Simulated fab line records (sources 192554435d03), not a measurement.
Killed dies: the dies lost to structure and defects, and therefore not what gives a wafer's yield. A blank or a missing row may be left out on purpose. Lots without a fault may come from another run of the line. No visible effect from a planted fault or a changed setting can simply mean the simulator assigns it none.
fab line records :: flow n5_finfet :: part 2 of 2: steps 20 to 31 of 31
record:
  lots: 5
  wafers: 15
  last_day: 19
route steps=1938 shown BEOL_M11@1563
lots that met no fault: taken from a fault-free run of the same line
start_h: hours from the record's opening day to when the first of the lot's shown wafers began :: wait_h: time in hours since the lot's previous step :: " unchanged from the row above :: L1.1+2: a single row standing in for several wafers :: - no value present, or no start provided :: * or withheld: withheld :: < > ~ a bound
route shown NAME@n: names a module that has steps shown in the file, with the first one's number in the route :: usual: the fault-free wafers' mean and standard deviation :: same: alike in all rows :: chamber/n: place in a boat :: sites: the reading at each site :: _std_site: the values' standard deviation :: _edge_site: the outer-site mean with the inner-site mean subtracted :: radius_mm: how far each site lies from the wafer's centre :: mask NAME#n: copy n :: behind: the most recent tool/chamber to have shaped the wafer :: hold: why the lot went on hold/how many hours it stayed there/how the hold came to an end :: device: the transistor (n, p or np) that didn't switch :: end of line: the tests these same wafers got at the end of their route :: where a step has no rows: the recipe by itself :: killed: the dies lost at the first sort to structure and to defects; this is not the yield of the wafer :: map: per-die view of a wafer (x killed, . not killed, _ where there is no die)
set.NAME: the setting as run; set.NAME@STEP: as run at that earlier step :: model.NAME: the simulator's own value behind a step, which no gauge read
a table for each step, a row for each wafer; lots at some steps of the route
services: a tool's chamber out of use, with start hour (start_h, from the record's first day; less than 0 if before it), hours out, and reason
== steps ==
step: N5_BEOL_M11_HM_STRIP_39
recipe:
  chemistry: peroxide_tin_strip
  material: TiN
  target_depth_a: 250
  temp_c: 50
  time_s: 158
lot.wafer: L083.1+4+5
tool: wet_bench-04
chamber: 3,7,6
start_h: 353.67
wait_h: 0.0

lot.wafer: L076.1+2+5
tool: wet_bench-04
chamber: 6,5,4
start_h: 374.64
wait_h: 0.0

lot.wafer: L091.1+3+4
tool: wet_bench-02
chamber: 4,3,2
start_h: 400.16
wait_h: 0.0

lot.wafer: L088.1+4+5
tool: wet_bench-04
chamber: 3,4,5
start_h: 402.19
wait_h: 0.0

lot.wafer: L097.2+3+4
tool: wet_bench-02
chamber: 1,5,6
start_h: 413.99
wait_h: 0.0
step: N5_BEOL_M11_SRD_40
recipe:
  time_s: 30
  temp_c: 23
  rinse_liquid: diw
  dry: ipa_marangoni
lot.wafer: L083.1+4+5
tool: wet_bench-04
chamber: 3,7,6
start_h: 353.72
wait_h: 0.0

lot.wafer: L076.1+2+5
tool: wet_bench-04
chamber: 6,5,4
start_h: 374.70
wait_h: 0.0

lot.wafer: L091.1+3+4
tool: wet_bench-02
chamber: 4,3,2
start_h: 400.25
wait_h: 0.0

lot.wafer: L088.1+4+5
tool: wet_bench-04
chamber: 3,4,5
start_h: 402.24
wait_h: 0.0

lot.wafer: L097.2+3+4
tool: wet_bench-02
chamber: 1,5,6
start_h: 414.03
wait_h: 0.0
step: N5_BEOL_M11_PRECLEAN_42
recipe:
  chemistry: residue_remover
  time_s: 60
  temp_c: 40
lot.wafer: L083.1+4+5
tool: wet_bench-04
chamber: 3,7,6
start_h: 353.74
wait_h: 0.0

lot.wafer: L076.1+2+5
tool: wet_bench-04
chamber: 6,5,4
start_h: 374.71
wait_h: 0.0

lot.wafer: L091.1+3+4
tool: wet_bench-02
chamber: 4,3,2
start_h: 400.29
wait_h: 0.0

lot.wafer: L088.1+4+5
tool: wet_bench-04
chamber: 3,4,5
start_h: 402.25
wait_h: 0.0

lot.wafer: L097.2+3+4
tool: wet_bench-02
chamber: 1,5,6
start_h: 414.05
wait_h: 0.0
step: N5_BEOL_M11_SRD_43
recipe:
  time_s: 30
  temp_c: 23
  rinse_liquid: diw
  dry: ipa_marangoni
lot.wafer: L083.1+4+5
tool: wet_bench-04
chamber: 3,7,6
start_h: 353.75
wait_h: 0.0

lot.wafer: L076.1+2+5
tool: wet_bench-04
chamber: 6,5,4
start_h: 374.73
wait_h: 0.0

lot.wafer: L091.1+3+4
tool: wet_bench-02
chamber: 4,3,2
start_h: 400.32
wait_h: 0.0

lot.wafer: L088.1+4+5
tool: wet_bench-04
chamber: 3,4,5
start_h: 402.27
wait_h: 0.0

lot.wafer: L097.2+3+4
tool: wet_bench-02
chamber: 1,5,6
start_h: 414.07
wait_h: 0.0
step: N5_BEOL_M11_CD_MEAS_35
recipe:
  target_cd_nm: 70
  polarity: opening
usual:
  cd_nm: 70.0/0.69
lot.wafer: L083.1
tool: cd_sem-03
chamber: -
start_h: 353.80
wait_h: 0.0
cd_nm: 70.1

lot.wafer: L083.4
tool: cd_sem-03
chamber: -
start_h: 353.80
wait_h: 0.0
cd_nm: 69.0

lot.wafer: L083.5
tool: cd_sem-03
chamber: -
start_h: 353.80
wait_h: 0.0
cd_nm: 69.3

lot.wafer: L076.1
tool: cd_sem-02
chamber: -
start_h: 374.77
wait_h: 0.0
cd_nm: 70.3

lot.wafer: L076.2
tool: cd_sem-02
chamber: -
start_h: 374.77
wait_h: 0.0
cd_nm: 70.0

lot.wafer: L076.5
tool: cd_sem-02
chamber: -
start_h: 374.77
wait_h: 0.0
cd_nm: 70.6

lot.wafer: L091.1
tool: cd_sem-02
chamber: -
start_h: 400.38
wait_h: 0.0
cd_nm: 69.8

lot.wafer: L091.3
tool: cd_sem-02
chamber: -
start_h: 400.38
wait_h: 0.0
cd_nm: 69.0

lot.wafer: L091.4
tool: cd_sem-02
chamber: -
start_h: 400.38
wait_h: 0.0
cd_nm: 70.2

lot.wafer: L088.1
tool: cd_sem-02
chamber: -
start_h: 402.31
wait_h: 0.0
cd_nm: 70.5

lot.wafer: L088.4
tool: cd_sem-02
chamber: -
start_h: 402.31
wait_h: 0.0
cd_nm: 70.9

lot.wafer: L088.5
tool: cd_sem-02
chamber: -
start_h: 402.31
wait_h: 0.0
cd_nm: 70.5

lot.wafer: L097.2
tool: cd_sem-03
chamber: -
start_h: 414.11
wait_h: 0.0
cd_nm: 70.0

lot.wafer: L097.3
tool: cd_sem-03
chamber: -
start_h: 414.11
wait_h: 0.0
cd_nm: 69.3

lot.wafer: L097.4
tool: cd_sem-03
chamber: -
start_h: 414.11
wait_h: 0.0
cd_nm: 69.4
step: N5_BEOL_M11_CURE_72
recipe:
  temp_c: 370
  time_s: 120
  ambient: DMADMS/He
  material: SiCOH_lowk
usual:
  lamp_power_pct: 52.31/0.05
  wafer_temp_C_max: 371.7/0.51
lot.wafer: L083.1
tool: uv_cure-02
chamber: 2
start_h: 353.84
wait_h: 0.0
lamp_power_pct: 52.35
wafer_temp_C_max: 372.2

lot.wafer: L083.4
tool: uv_cure-02
chamber: 2
start_h: 353.84
wait_h: 0.0
lamp_power_pct: 52.35
wafer_temp_C_max: 372.3

lot.wafer: L083.5
tool: uv_cure-02
chamber: 2
start_h: 353.84
wait_h: 0.0
lamp_power_pct: 52.33
wafer_temp_C_max: 372.6

lot.wafer: L076.1
tool: uv_cure-01
chamber: 2
start_h: 375.03
wait_h: 0.3
lamp_power_pct: 52.30
wafer_temp_C_max: 371.5

lot.wafer: L076.2
tool: uv_cure-01
chamber: 2
start_h: 375.03
wait_h: 0.3
lamp_power_pct: 52.40
wafer_temp_C_max: 371.4

lot.wafer: L076.5
tool: uv_cure-01
chamber: 2
start_h: 375.03
wait_h: 0.3
lamp_power_pct: 52.32
wafer_temp_C_max: 372.4

lot.wafer: L091.1
tool: uv_cure-03
chamber: 1
start_h: 400.46
wait_h: 0.1
lamp_power_pct: 52.21
wafer_temp_C_max: 371.9

lot.wafer: L091.3
tool: uv_cure-03
chamber: 1
start_h: 400.46
wait_h: 0.1
lamp_power_pct: 52.32
wafer_temp_C_max: 372.0

lot.wafer: L091.4
tool: uv_cure-03
chamber: 1
start_h: 400.46
wait_h: 0.1
lamp_power_pct: 52.36
wafer_temp_C_max: 371.9

lot.wafer: L088.1
tool: uv_cure-01
chamber: 0
start_h: 402.35
wait_h: 0.0
lamp_power_pct: 52.37
wafer_temp_C_max: 372.1

lot.wafer: L088.4
tool: uv_cure-01
chamber: 0
start_h: 402.35
wait_h: 0.0
lamp_power_pct: 52.45
wafer_temp_C_max: 372.1

lot.wafer: L088.5
tool: uv_cure-01
chamber: 0
start_h: 402.35
wait_h: 0.0
lamp_power_pct: 52.31
wafer_temp_C_max: 372.3

lot.wafer: L097.2
tool: uv_cure-02
chamber: 0
start_h: 414.25
wait_h: 0.1
lamp_power_pct: 52.36
wafer_temp_C_max: 371.5

lot.wafer: L097.3
tool: uv_cure-02
chamber: 0
start_h: 414.25
wait_h: 0.1
lamp_power_pct: 52.34
wafer_temp_C_max: 371.1

lot.wafer: L097.4
tool: uv_cure-02
chamber: 0
start_h: 414.25
wait_h: 0.1
lamp_power_pct: 52.29
wafer_temp_C_max: 370.9
step: N5_BEOL_M11_DEGAS_44
recipe:
  ambient: vacuum
  temp_c: 250
  time_s: 60
usual:
  heater_power_w: 327/26
lot.wafer: L083.1
tool: pvd_sputter-03
chamber: -
start_h: 354.30
wait_h: 0.4
heater_power_w: 313

lot.wafer: L083.4
tool: pvd_sputter-03
chamber: -
start_h: 354.30
wait_h: 0.4
heater_power_w: 332

lot.wafer: L083.5
tool: pvd_sputter-03
chamber: -
start_h: 354.30
wait_h: 0.4
heater_power_w: 367

lot.wafer: L076.1
tool: pvd_sputter-01
chamber: -
start_h: 375.36
wait_h: 0.3
heater_power_w: 322

lot.wafer: L076.2
tool: pvd_sputter-01
chamber: -
start_h: 375.36
wait_h: 0.3
heater_power_w: 348

lot.wafer: L076.5
tool: pvd_sputter-01
chamber: -
start_h: 375.36
wait_h: 0.3
heater_power_w: 301

lot.wafer: L091.1
tool: pvd_sputter-01
chamber: -
start_h: 400.79
wait_h: 0.3
heater_power_w: 301

lot.wafer: L091.3
tool: pvd_sputter-01
chamber: -
start_h: 400.79
wait_h: 0.3
heater_power_w: 328

lot.wafer: L091.4
tool: pvd_sputter-01
chamber: -
start_h: 400.79
wait_h: 0.3
heater_power_w: 357

lot.wafer: L088.1
tool: pvd_sputter-01
chamber: -
start_h: 404.01
wait_h: 1.6
heater_power_w: 295

lot.wafer: L088.4
tool: pvd_sputter-01
chamber: -
start_h: 404.01
wait_h: 1.6
heater_power_w: 320

lot.wafer: L088.5
tool: pvd_sputter-01
chamber: -
start_h: 404.01
wait_h: 1.6
heater_power_w: 344

lot.wafer: L097.2
tool: pvd_sputter-03
chamber: -
start_h: 414.87
wait_h: 0.5
heater_power_w: 308

lot.wafer: L097.3
tool: pvd_sputter-03
chamber: -
start_h: 414.87
wait_h: 0.5
heater_power_w: 282

lot.wafer: L097.4
tool: pvd_sputter-03
chamber: -
start_h: 414.87
wait_h: 0.5
heater_power_w: 329
step: N5_BEOL_M11_PRE_CLEAN_45
recipe:
  gas: H2/He
  time_s: 30
  temp_c: 250
usual:
  heater_power_w: 327/26
lot.wafer: L083.1
tool: pvd_sputter-03
chamber: -
start_h: 354.34
wait_h: 0.0
heater_power_w: 312

lot.wafer: L083.4
tool: pvd_sputter-03
chamber: -
start_h: 354.34
wait_h: 0.0
heater_power_w: 339

lot.wafer: L083.5
tool: pvd_sputter-03
chamber: -
start_h: 354.34
wait_h: 0.0
heater_power_w: 379

lot.wafer: L076.1
tool: pvd_sputter-01
chamber: -
start_h: 375.40
wait_h: 0.0
heater_power_w: 334

lot.wafer: L076.2
tool: pvd_sputter-01
chamber: -
start_h: 375.40
wait_h: 0.0
heater_power_w: 343

lot.wafer: L076.5
tool: pvd_sputter-01
chamber: -
start_h: 375.40
wait_h: 0.0
heater_power_w: 299

lot.wafer: L091.1
tool: pvd_sputter-01
chamber: -
start_h: 400.83
wait_h: 0.0
heater_power_w: 298

lot.wafer: L091.3
tool: pvd_sputter-01
chamber: -
start_h: 400.83
wait_h: 0.0
heater_power_w: 318

lot.wafer: L091.4
tool: pvd_sputter-01
chamber: -
start_h: 400.83
wait_h: 0.0
heater_power_w: 361

lot.wafer: L088.1
tool: pvd_sputter-01
chamber: -
start_h: 404.05
wait_h: 0.0
heater_power_w: 303

lot.wafer: L088.4
tool: pvd_sputter-01
chamber: -
start_h: 404.05
wait_h: 0.0
heater_power_w: 310

lot.wafer: L088.5
tool: pvd_sputter-01
chamber: -
start_h: 404.05
wait_h: 0.0
heater_power_w: 353

lot.wafer: L097.2
tool: pvd_sputter-03
chamber: -
start_h: 414.91
wait_h: 0.0
heater_power_w: 307

lot.wafer: L097.3
tool: pvd_sputter-03
chamber: -
start_h: 414.91
wait_h: 0.0
heater_power_w: 284

lot.wafer: L097.4
tool: pvd_sputter-03
chamber: -
start_h: 414.91
wait_h: 0.0
heater_power_w: 334
step: N5_BEOL_M11_ALD_74
recipe:
  material: TaN
  target_thk_a: 20
  temp_c: 275
  ald_precursor_family: PDMAT
  ald_co_reactant: NH3
  pressure_torr: 3
  carrier_flow_sccm: 1500
  pulse_time_s: 2
  purge_time_s: 3
  co_reactant_purge_time_s: 2
  co_reactant_pulse_time_s: 3
  ald_cycles: 40
  precursor_vessel_temp_c: 75
  precursor_vessel_pressure_torr: 26.25
  precursor_vessel_carrier_sccm: 1000
usual:
  heater_power_w: 395/40
lot.wafer: L083.1
tool: ald_metal-03
chamber: 1
start_h: 354.42
wait_h: 0.1
heater_power_w: 405

lot.wafer: L083.4
tool: ald_metal-03
chamber: 0
start_h: 354.42
wait_h: 0.1
heater_power_w: 388

lot.wafer: L083.5
tool: ald_metal-03
chamber: 2
start_h: 354.42
wait_h: 0.1
heater_power_w: 404

lot.wafer: L076.1
tool: ald_metal-04
chamber: 2
start_h: 375.48
wait_h: 0.1
heater_power_w: 413

lot.wafer: L076.2
tool: ald_metal-04
chamber: 1
start_h: 375.48
wait_h: 0.1
heater_power_w: 374

lot.wafer: L076.5
tool: ald_metal-04
chamber: 0
start_h: 375.48
wait_h: 0.1
heater_power_w: 484

lot.wafer: L091.1
tool: ald_metal-03
chamber: 1
start_h: 400.89
wait_h: 0.0
heater_power_w: 397

lot.wafer: L091.3
tool: ald_metal-03
chamber: 0
start_h: 400.89
wait_h: 0.0
heater_power_w: 375

lot.wafer: L091.4
tool: ald_metal-03
chamber: 2
start_h: 400.89
wait_h: 0.0
heater_power_w: 412

lot.wafer: L088.1
tool: ald_metal-03
chamber: 1
start_h: 404.29
wait_h: 0.2
heater_power_w: 416

lot.wafer: L088.4
tool: ald_metal-03
chamber: 0
start_h: 404.29
wait_h: 0.2
heater_power_w: 384

lot.wafer: L088.5
tool: ald_metal-03
chamber: 0
start_h: 404.29
wait_h: 0.2
heater_power_w: 384

lot.wafer: L097.2
tool: ald_metal-01
chamber: 3
start_h: 415.07
wait_h: 0.1
heater_power_w: 322

lot.wafer: L097.3
tool: ald_metal-01
chamber: 0
start_h: 415.07
wait_h: 0.1
heater_power_w: 395

lot.wafer: L097.4
tool: ald_metal-01
chamber: 2
start_h: 415.07
wait_h: 0.1
heater_power_w: 431
step: N5_BEOL_M11_SURFACE_TREAT_76
recipe:
  gas: Ar
  time_s: *
  ion_energy_ev: *
  ion_current_ma_cm2: 0.5
  pressure_mtorr: *
  ar_flow_sccm: 30
usual:
  throttle_valve_pct: *
lot.wafer: L083.1
tool: pvd_sputter-03
chamber: -
start_h: 354.78
wait_h: 0.2
throttle_valve_pct: *

lot.wafer: L083.4
tool: pvd_sputter-03
chamber: -
start_h: 354.78
wait_h: 0.2
throttle_valve_pct: *

lot.wafer: L083.5
tool: pvd_sputter-03
chamber: -
start_h: 354.78
wait_h: 0.2
throttle_valve_pct: *

lot.wafer: L076.1
tool: pvd_sputter-01
chamber: -
start_h: 375.94
wait_h: 0.3
throttle_valve_pct: *

lot.wafer: L076.2
tool: pvd_sputter-01
chamber: -
start_h: 375.94
wait_h: 0.3
throttle_valve_pct: *

lot.wafer: L076.5
tool: pvd_sputter-01
chamber: -
start_h: 375.94
wait_h: 0.3
throttle_valve_pct: *

lot.wafer: L091.1
tool: pvd_sputter-03
chamber: -
start_h: 401.23
wait_h: 0.2
throttle_valve_pct: *

lot.wafer: L091.3
tool: pvd_sputter-03
chamber: -
start_h: 401.23
wait_h: 0.2
throttle_valve_pct: *

lot.wafer: L091.4
tool: pvd_sputter-03
chamber: -
start_h: 401.23
wait_h: 0.2
throttle_valve_pct: *

lot.wafer: L088.1
tool: pvd_sputter-01
chamber: -
start_h: 404.60
wait_h: 0.2
throttle_valve_pct: *

lot.wafer: L088.4
tool: pvd_sputter-01
chamber: -
start_h: 404.60
wait_h: 0.2
throttle_valve_pct: *

lot.wafer: L088.5
tool: pvd_sputter-01
chamber: -
start_h: 404.60
wait_h: 0.2
throttle_valve_pct: *

lot.wafer: L097.2
tool: pvd_sputter-03
chamber: -
start_h: 415.39
wait_h: 0.2
throttle_valve_pct: *

lot.wafer: L097.3
tool: pvd_sputter-03
chamber: -
start_h: 415.39
wait_h: 0.2
throttle_valve_pct: *

lot.wafer: L097.4
tool: pvd_sputter-03
chamber: -
start_h: 415.39
wait_h: 0.2
throttle_valve_pct: *
step: N5_BEOL_M11_CVD_75
recipe:
  material: Co
  target_thk_a: 20
  temp_c: withheld
  precursor: CCTBA/H2
  pressure_torr: 30
  time_s: 138.9
lot.wafer: L083.1+4+5
tool: cvd_co-01
chamber: 0,0,2
start_h: 354.96
wait_h: 0.2

lot.wafer: L076.1+2+5
tool: cvd_co-01
chamber: 1,2,1
start_h: 376.10
wait_h: 0.1

lot.wafer: L091.1+3+4
tool: cvd_co-02
chamber: 1,2,1
start_h: 401.52
wait_h: 0.3

lot.wafer: L088.1+4+5
tool: cvd_co-02
chamber: 1,1,2
start_h: 404.67
wait_h: 0.0

lot.wafer: L097.2+3+4
tool: cvd_co-02
chamber: 1,2,0
start_h: 415.78
wait_h: 0.4
step: N5_BEOL_M11_SPUTTER_48
recipe:
  material: Cu
  target_thk_a: 120
  temp_c: -20
  bias_v: 60
  power_w: 26000
  chamber_pressure_pa: 0.13
  time_s: 2
usual:
  chuck_gas_flow_sccm: 1.27/0.054
  throttle_valve_pct: 30.3/0.78
lot.wafer: L083.1
tool: pvd_sputter-03
chamber: -
start_h: 355.08
wait_h: 0.1
chuck_gas_flow_sccm: 1.25
throttle_valve_pct: 29.6

lot.wafer: L083.4
tool: pvd_sputter-03
chamber: -
start_h: 355.08
wait_h: 0.1
chuck_gas_flow_sccm: 1.32
throttle_valve_pct: 29.6

lot.wafer: L083.5
tool: pvd_sputter-03
chamber: -
start_h: 355.08
wait_h: 0.1
chuck_gas_flow_sccm: 1.23
throttle_valve_pct: 29.3

lot.wafer: L076.1
tool: pvd_sputter-02
chamber: -
start_h: 376.22
wait_h: 0.1
chuck_gas_flow_sccm: 1.28
throttle_valve_pct: 30.5

lot.wafer: L076.2
tool: pvd_sputter-02
chamber: -
start_h: 376.22
wait_h: 0.1
chuck_gas_flow_sccm: 1.20
throttle_valve_pct: 31.1

lot.wafer: L076.5
tool: pvd_sputter-02
chamber: -
start_h: 376.22
wait_h: 0.1
chuck_gas_flow_sccm: 1.27
throttle_valve_pct: 29.0

lot.wafer: L091.1
tool: pvd_sputter-01
chamber: -
start_h: 401.65
wait_h: 0.1
chuck_gas_flow_sccm: 1.35
throttle_valve_pct: 31.4

lot.wafer: L091.3
tool: pvd_sputter-01
chamber: -
start_h: 401.65
wait_h: 0.1
chuck_gas_flow_sccm: 1.31
throttle_valve_pct: 29.3

lot.wafer: L091.4
tool: pvd_sputter-01
chamber: -
start_h: 401.65
wait_h: 0.1
chuck_gas_flow_sccm: 1.20
throttle_valve_pct: 31.2

lot.wafer: L088.1
tool: pvd_sputter-01
chamber: -
start_h: 404.84
wait_h: 0.1
chuck_gas_flow_sccm: 1.18
throttle_valve_pct: 30.9

lot.wafer: L088.4
tool: pvd_sputter-01
chamber: -
start_h: 404.84
wait_h: 0.1
chuck_gas_flow_sccm: 1.24
throttle_valve_pct: 29.0

lot.wafer: L088.5
tool: pvd_sputter-01
chamber: -
start_h: 404.84
wait_h: 0.1
chuck_gas_flow_sccm: 1.30
throttle_valve_pct: 29.6

lot.wafer: L097.2
tool: pvd_sputter-01
chamber: -
start_h: 417.78
wait_h: 2.0
chuck_gas_flow_sccm: 1.25
throttle_valve_pct: 30.8

lot.wafer: L097.3
tool: pvd_sputter-01
chamber: -
start_h: 417.78
wait_h: 2.0
chuck_gas_flow_sccm: 1.34
throttle_valve_pct: 31.1

lot.wafer: L097.4
tool: pvd_sputter-01
chamber: -
start_h: 417.78
wait_h: 2.0
chuck_gas_flow_sccm: 1.28
throttle_valve_pct: 29.5
== services ==
tool: rie_diel-02
chamber: -
start_h: 329.20
hours: 14.6
kind: pm

tool: arfi_scanner-02
chamber: -
start_h: 331.55
hours: 5.4
kind: repair

tool: rie_diel-06
chamber: 3
start_h: 331.95
hours: 2.6
kind: repair

tool: rie_diel-04
chamber: -
start_h: 336.59
hours: 4.8
kind: repair

tool: ald_metal-01
chamber: -
start_h: 337.25
hours: 14.0
kind: pm

tool: rie_diel-06
chamber: -
start_h: 338.02
hours: 0.6
kind: repair

tool: arfi_scanner-03
chamber: -
start_h: 342.75
hours: 1.0
kind: pm

tool: rie_diel-06
chamber: 0
start_h: 347.58
hours: 3.7
kind: repair

tool: ald_metal-04
chamber: 0
start_h: 354.41
hours: 20.4
kind: repair

tool: rie_diel-06
chamber: -
start_h: 354.64
hours: 4.3
kind: pm

tool: uv_cure-01
chamber: -
start_h: 355.77
hours: 0.8
kind: repair

tool: arfi_scanner-02
chamber: -
start_h: 359.77
hours: 3.9
kind: pm

tool: arfi_scanner-01
chamber: -
start_h: 362.25
hours: 0.8
kind: repair

tool: uv_cure-02
chamber: -
start_h: 373.16
hours: 0.4
kind: repair

tool: cvd_co-02
chamber: 0
start_h: 374.37
hours: 15.2
kind: repair

tool: arfi_scanner-02
chamber: -
start_h: 374.86
hours: 1.3
kind: pm

tool: uv_cure-01
chamber: -
start_h: 377.69
hours: 6.0
kind: pm

tool: cvd_co-02
chamber: -
start_h: 379.82
hours: 0.4
kind: repair

tool: ald_metal-03
chamber: -
start_h: 382.36
hours: 0.4
kind: repair

tool: cvd_co-02
chamber: 2
start_h: 382.67
hours: 7.4
kind: repair

tool: arfi_scanner-03
chamber: -
start_h: 382.84
hours: 1.3
kind: pm

tool: uv_cure-02
chamber: -
start_h: 394.84
hours: 7.5
kind: pm

tool: cvd_co-01
chamber: -
start_h: 398.81
hours: 1.4
kind: repair

tool: uv_cure-01
chamber: -
start_h: 409.91
hours: 24.9
kind: pm
